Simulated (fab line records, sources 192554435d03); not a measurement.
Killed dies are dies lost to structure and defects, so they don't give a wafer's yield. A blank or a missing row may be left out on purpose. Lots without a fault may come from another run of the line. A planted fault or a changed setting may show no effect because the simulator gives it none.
fab line records | flow n5_finfet
record lots=10 wafers=29 last_day=18
route steps=1938 shown BEOL_M2@892 BEOL_M4@1111
lots that met no fault: from a run of the same line without faults
start_h: hours from the record's first day to the start of the lot's first wafer shown | wait_h: hours since the lot's step before | " the same as in the row above | L1.1+2: a row that stands for several wafers | - no value, or no start given | * or withheld: withheld | < > ~ a bound
route shown NAME@n: a module of which the file shows steps, and the number in the route of the first | usual: mean/standard deviation of fault-free wafers | same: alike in all rows | chamber/n: place in a boat | sites: the reading at each site | _std_site: their standard deviation | _edge_site: outer sites' mean less inner sites' | radius_mm: how far each site lies from the wafer's centre | mask NAME#n: copy n | behind: the tool/chamber that last shaped the wafer | hold: why the lot was held/for how many hours/how that ended | device: the transistor (n, p or np) that didn't switch | end of line: the same wafers' tests at the end of the route | a step without rows: its recipe alone | killed: dies lost to structure and defects at the first sort, not the wafer's yield | map: a wafer's dies, x killed, . not, _ none there
set.NAME: the setting as run; set.NAME@STEP: as run at that earlier step | model.NAME: the simulator's own value behind a step, which no gauge read
steps of the route over a sample of lots; a table a step, a row a wafer
services: from which hour (start_h, from the record's first day; less than 0 if before it) a tool's chamber was out of use, for how many hours, and why
## steps
# step N5_BEOL_M2_STRIP_97
# recipe chemistry=N2/H2 time_s=10 power_w=450 temp_c=40 pressure_mtorr=20 rf_frequency_hz=6e+07 bias_power_w=7 n2_flow_sccm=200 h2_flow_sccm=200
# usual drypump_motor_current_A=6.0/0.42 oes_product_au=0.80/0.08 rf_vpp_V=59.3/0.95 showerhead_plenum_p_Torr=2.55/0.11 throttle_valve_pct=23.65/0.28
# columns lot.wafer tool chamber start_h wait_h drypump_motor_current_A oes_product_au rf_hours_counter_h rf_vpp_V showerhead_plenum_p_Torr throttle_valve_pct
L407.1 rie_diel-02 0 - - 6.4 0.75 160 58.1 2.44 23.91
L407.3 " 3 " " 6.4 0.92 27 59.1 2.61 23.96
L407.5 " 3 " " 6.4 0.92 - 58.0 2.61 23.95
L409.3 rie_diel-02 2 - - 6.0 0.80 113 59.4 2.66 23.39
L409.4 " 3 " " 6.4 0.89 32 60.9 2.60 23.96
L409.6 " 0 " " 6.4 0.74 - 58.3 2.43 23.92
L411.1 rie_diel-02 2 - - 6.0 0.80 119 59.2 2.66 23.41
L411.3 " 0 " " 6.4 0.74 171 58.6 2.43 23.93
L411.5 " 3 " " 6.3 0.91 - 59.4 2.60 23.95
L413.2 rie_diel-03 2 - - 5.1 0.72 194 58.6 2.54 23.98
L413.3 " 1 " " 5.9 0.86 51 58.8 2.56 23.51
L413.4 " 0 " " 5.7 0.70 234 60.2 2.38 23.72
L415.2 rie_diel-03 1 - - 5.9 0.86 53 60.6 2.56 23.49
L415.3 " 3 " " 5.4 0.85 43 59.1 2.70 23.39
L415.4 " 0 " " 5.7 0.70 235 59.5 2.38 23.71
L427.3 rie_diel-03 2 - - 5.1 0.68 235 60.3 2.52 24.05
L427.4 " 1 " " 5.9 0.81 91 59.9 2.55 23.57
L427.5 " 0 " " 5.7 1.00 - 61.3 2.69 23.47
L423.1 rie_diel-02 1 - - 6.2 0.85 43 60.6 2.71 23.57
L423.3 " 0 " " 6.4 0.70 220 58.9 2.41 24.00
L423.6 " 0 " " 6.4 0.70 - 60.1 2.41 24.01
L424.1 rie_diel-04 3 - - 5.3 0.84 63 57.2 2.46 23.15
L424.2 " 1 " " 6.3 0.84 73 59.2 2.57 23.48
L424.3 " 2 " " 6.3 0.69 235 59.6 2.39 23.95
L420.1 rie_diel-02 1 - - 6.2 0.85 46 60.9 2.70 23.56
L420.2 " 2 " " 6.0 0.76 169 60.1 2.63 23.48
L420.3 " 3 " " 6.4 0.85 75 60.6 2.58 24.02
L426.2 rie_diel-04 2 - - 6.3 0.70 237 59.8 2.39 23.92
L426.3 " 3 " " 5.3 0.84 65 59.3 2.46 23.15
# step N5_BEOL_M2_CVD_47
# recipe material=Co target_thk_a=30 temp_c=withheld precursor=CCTBA/H2 pressure_torr=30 time_s=223.8
# usual run_length_s=246.6/0.31
# columns lot.wafer tool chamber start_h wait_h run_length_s
L407.1 cvd_co-02 2 140.07 0.2 246.8
L407.3 " 0 " " 246.6
L407.5 " 1 " " 247.0
L409.3 cvd_co-01 1 152.04 0.1 246.1
L409.4 " 2 " " 246.8
L409.6 " 1 " " 246.3
L411.1 cvd_co-02 1 163.32 0.1 246.7
L411.3 " 0 " " 246.7
L411.5 " 0 " " 246.4
L413.2 cvd_co-01 0 173.72 0.1 247.3
L413.3 " 1 " " 246.1
L413.4 " 2 " " 246.7
L415.2 cvd_co-01 0 178.97 0.0 246.6
L415.3 " 1 " " 246.1
L415.4 " 2 " " 246.5
L427.3 cvd_co-02 0 263.51 0.0 246.5
L427.4 " 1 " " 246.9
L427.5 " 2 " " 246.6
L423.1 cvd_co-01 0 265.75 0.0 246.6
L423.3 " 1 " " 246.0
L423.6 " 1 " " 251.0
L424.1 cvd_co-02 1 270.04 0.0 247.0
L424.2 " 2 " " 247.0
L424.3 " 0 " " 246.4
L420.1 cvd_co-01 2 275.21 0.1 246.6
L420.2 " 0 " " 251.3
L420.3 " 1 " " 246.4
L426.2 cvd_co-01 1 276.05 0.1 250.6
L426.3 " 0 " " 246.9
# step N5_BEOL_M2_SPUTTER_48
# recipe material=Cu target_thk_a=45 temp_c=-20 chamber_pressure_pa=0.07 power_w=withheld time_s=8.29
# usual throttle_valve_pct=29.7/1
# columns lot.wafer tool chamber start_h wait_h throttle_valve_pct
L407.1 pvd_sputter-02 - 140.24 0.1 29.1
L407.3 " - " " 28.4
L407.5 " - " " 29.2
L409.3 pvd_sputter-01 - 152.23 0.1 30.2
L409.4 " - " " 31.3
L409.6 " - " " 30.4
L411.1 pvd_sputter-01 - 165.30 1.9 31.6
L411.3 " - " " 30.3
L411.5 " - " " 30.0
L413.2 pvd_sputter-03 - 173.94 0.2 28.7
L413.3 " - " " 28.3
L413.4 " - " " 31.3
L415.2 pvd_sputter-03 - 179.13 0.1 31.3
L415.3 " - " " 30.5
L415.4 " - " " 29.0
L427.3 pvd_sputter-02 - 263.69 0.1 29.1
L427.4 " - " " 28.6
L427.5 " - " " 30.6
L423.1 pvd_sputter-01 - 265.95 0.1 31.0
L423.3 " - " " 30.3
L423.6 " - " " 29.7
L424.1 pvd_sputter-03 - 270.25 0.1 29.0
L424.2 " - " " 31.4
L424.3 " - " " 27.9
L420.1 pvd_sputter-03 - 275.45 0.2 28.2
L420.2 " - " " 31.3
L420.3 " - " " 28.6
L426.2 pvd_sputter-02 - 276.31 0.2 28.2
L426.3 " - " " 29.0
# step N5_BEOL_M2_ANNEAL_49
# recipe temp_c=400 time_s=240 ambient=vacuum
# usual heater_power_w=830/42
# columns lot.wafer tool chamber start_h wait_h heater_power_w
L407.1 pvd_sputter-02 - 140.33 0.0 807
L407.3 " - " " 833
L407.5 " - " " 809
L409.3 pvd_sputter-01 - 152.32 0.0 813
L409.4 " - " " 757
L409.6 " - " " 817
L411.1 pvd_sputter-01 - 165.38 0.0 765
L411.3 " - " " 807
L411.5 " - " " 866
L413.2 pvd_sputter-03 - 174.02 0.0 869
L413.3 " - " " 868
L413.4 " - " " 816
L415.2 pvd_sputter-03 - 179.21 0.0 819
L415.3 " - " " 895
L415.4 " - " " 851
L427.3 pvd_sputter-02 - 263.77 0.0 787
L427.4 " - " " 822
L427.5 " - " " 798
L423.1 pvd_sputter-01 - 266.03 0.0 741
L423.3 " - " " 830
L423.6 " - " " 799
L424.1 pvd_sputter-03 - 270.33 0.0 880
L424.2 " - " " 813
L424.3 " - " " 892
L420.1 pvd_sputter-03 - 275.53 0.0 862
L420.2 " - " " 807
L420.3 " - " " 863
L426.2 pvd_sputter-02 - 276.39 0.0 828
L426.3 " - " " 783
# step N5_BEOL_M4_RC_MEAS_101
# usual DIBL_N=36.3/1.9 DIBL_P=36.0/2.1 IOFF_N=0.16/0.031 IOFF_P=0.21/0.035 ION_N=675/14 ION_P=464/8.5 SS_N=71.5/0.6 SS_P=73.3/0.72 VT_N=250/3.2 VT_P=-250/3.1
# columns lot.wafer tool chamber start_h wait_h DIBL_N[mV/V] DIBL_P[mV/V] IOFF_N[nA/um] IOFF_P[nA/um] ION_N[uA/um] ION_P[uA/um] SS_N[mV/dec] SS_P[mV/dec] VT_N[mV] VT_P[mV]
L407.1 prober-02 0 162.43 0.0 37.9 38.3 0.19 0.27 683 472 71.8 74.1 247 -245
L407.3 " 0 " " 38.2 39.7 0.21 0.31 705 484 71.7 74.4 245 -244
L407.5 " 0 " " 37.5 38.2 0.19 0.27 688 470 71.7 74.0 245 -246
L409.3 prober-01 0 174.19 0.3 33.5 31.3 0.11 0.14 649 443 70.3 72.5 254 -258
L409.4 " 0 " " 37.7 36.1 0.17 0.20 662 455 72.0 73.5 253 -252
L409.6 " 0 " " 34.6 32.5 0.13 0.15 664 452 71.9 72.4 253 -256
L411.1 prober-02 0 186.04 0.0 36.8 36.4 0.15 0.20 654 452 72.1 73.0 254 -254
L411.3 " 0 " " 35.1 34.4 0.13 0.18 664 455 70.7 72.6 253 -253
L411.5 " 0 " " 34.9 34.6 0.13 0.18 668 459 71.4 73.1 253 -253
L413.2 prober-02 0 198.42 0.2 39.9 40.2 0.22 0.26 692 471 72.2 75.1 247 -246
L413.3 " 0 " " 38.3 37.8 0.18 0.23 689 473 71.7 73.6 247 -246
L413.4 " 0 " " 37.1 35.9 0.17 0.21 701 477 71.5 74.6 246 -248
L415.2 prober-01 0 202.23 0.2 33.6 31.7 0.10 0.16 667 464 70.8 71.8 257 -254
L415.3 " 0 " " 36.4 35.0 0.14 0.21 675 462 72.4 72.9 252 -248
L415.4 " 0 " " 35.0 34.1 0.12 0.20 663 462 70.9 72.1 255 -249
L427.3 prober-01 0 289.68 0.3 35.2 36.5 0.14 0.17 678 458 70.4 72.9 248 -257
L427.4 " 0 " " 35.7 36.8 0.16 0.18 681 457 71.7 73.2 248 -254
L427.5 " 0 " " 37.2 39.7 0.19 0.22 698 471 72.5 73.5 246 -250
L423.1 prober-02 0 295.30 0.0 39.3 40.2 0.22 0.29 696 484 72.3 74.4 246 -245
L423.3 " 0 " " 36.0 35.6 0.15 0.19 694 475 70.8 73.4 249 -251
L423.6 " 0 " " 36.2 36.0 0.15 0.20 686 472 71.5 73.3 249 -252
L424.1 prober-01 0 313.40 0.0 38.9 37.9 0.18 0.24 673 462 71.4 74.0 248 -249
L424.2 " 0 " " 36.9 34.5 0.15 0.19 673 456 71.2 73.6 249 -252
L424.3 " 0 " " 37.8 36.4 0.15 0.22 648 451 72.2 74.2 253 -252
L420.1 prober-02 0 320.06 0.0 37.1 36.4 0.16 0.20 672 461 72.1 73.9 255 -252
L420.2 " 0 " " 37.9 38.7 0.19 0.26 674 468 71.9 74.0 250 -248
L420.3 " 0 " " 36.8 35.7 0.15 0.21 676 469 71.6 73.9 251 -250
L426.2 prober-01 0 321.02 0.2 36.4 36.4 0.18 0.21 668 460 72.1 73.0 249 -249
L426.3 " 0 " " 36.8 38.3 0.19 0.24 685 466 71.9 74.0 247 -248
## services
# columns tool chamber start_h hours kind
cvd_co-02 1 117.25 - clean
cvd_co-02 1 117.25 22.0 scheduled_down
cvd_co-02 1 117.25 22.0 vent_cycle
rie_diel-02 1 132.22 - clean
rie_diel-02 1 132.22 - consumable_replace:focus_ring
rie_diel-02 1 132.22 - consumable_replace:showerhead
rie_diel-02 1 132.22 12.2 scheduled_down
rie_diel-02 1 132.22 12.2 vent_cycle
rie_diel-04 - 153.03 28.1 pm
rie_diel-02 1 162.01 21.4 repair
cvd_co-01 - 177.96 0.5 repair
rie_diel-02 3 179.16 26.0 repair
cvd_co-02 - 180.74 0.7 repair
rie_diel-04 - 181.13 14.6 pm
cvd_co-01 0 228.17 7.7 repair
rie_diel-03 0 229.05 - clean
rie_diel-03 0 229.05 - consumable_replace:focus_ring
rie_diel-03 0 229.05 - consumable_replace:showerhead
rie_diel-03 0 229.05 21.1 scheduled_down
rie_diel-03 0 229.05 21.1 vent_cycle
rie_diel-03 - 246.82 1.1 repair
rie_diel-04 0 253.23 8.6 repair
pvd_sputter-01 - 273.00 6.9 repair
rie_diel-04 - 273.54 1.3 repair
## key
first_sign step=N5_BEOL_M2_CVD_47 reading=run_length_s direction=up sigmas=14 usual=* struck=*
effect none on later readings
met_at N5_BEOL_M2_CVD_47
struck_lots L420,L423,L426
struck_wafers L420.2,L423.6,L426.2
not_acting_at N5_BEOL_M2_STRIP_97,N5_BEOL_M2_SPUTTER_48,N5_BEOL_M2_ANNEAL_49
onset_between 178.97 265.75
fault kind=process_parameter_drift tool=cvd_co-01 chamber=- onset_h=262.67 steps=N5_BEOL_M2_CVD_47 channel=time_s offset=* shape=step end_h=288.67 scope=struck_wafers_only acts_in=* stated=*
